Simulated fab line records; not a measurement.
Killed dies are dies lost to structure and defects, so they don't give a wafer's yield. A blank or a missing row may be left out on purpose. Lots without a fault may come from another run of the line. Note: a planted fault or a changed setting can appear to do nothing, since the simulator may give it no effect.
Matching of chambers    flow nand harc    NHARC_A_CHANNEL_FILL_D2_ALD_14 on ald hk-03 has 4 sister chambers
The step deposits SiO2, target thk 2.5 nm, pulse time 10 s, ald cycles 25. 8 wafers are shown with their chamber, then 8 later ones without.

WAFERS, EACH WITH ITS CHAMBER
wafer   chamber  heater power w (W)  precursor pulse height rel
L083.1  0        496                 1.011
L085.2  1        444                 0.993
L085.4  2        469                 1.000
L085.6  3        337                 0.982
L089.1  0        495                 1.041
L089.4  2        453                 1.014
L089.5  3        335                 1.004
L092.1  1        434                 0.983

WAFERS MISSING THEIR CHAMBER
wafer   heater power w (W)  precursor pulse height rel
L092.2  454                 1.009
L092.5  492                 0.970
L093.2  442                 1.014
L093.5  349                 1.000
L093.6  489                 0.962
L094.1  490                 0.972
L094.2  462                 0.998
L094.6  513                 1.025

CHAMBER TAKEN BY EACH
wafer   from the rows above      in truth
L092.2  can't be placed: 2 or 1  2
L092.5  can't be placed: 0 or 2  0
L093.2  can't be placed: 1 or 2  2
L093.5  3                        3
L093.6  can't be placed: 0 or 2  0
L094.1  can't be placed: 0 or 2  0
L094.2  2                        2
L094.6  0                        0
Placed correctly: 3 of 8. From these rows, 5 cannot be placed; in 5 the true chamber is one of the candidates. 0 placed wrongly.
How it was worked out, from the rows above alone: a wafer's distance from a chamber is the root of the sum, over the readings, of the square of ((its reading less the chamber's mean) divided by the reading's scatter). If the next closest chamber is less than 2 further off than the closest, the wafer can't be placed; otherwise it belongs to the closest. Each chamber's mean is taken over the wafers shown for it. The scatter: the root of (the sum of the squares of (reading less its chamber's mean) over the shown wafers, divided by (wafers less chambers)).
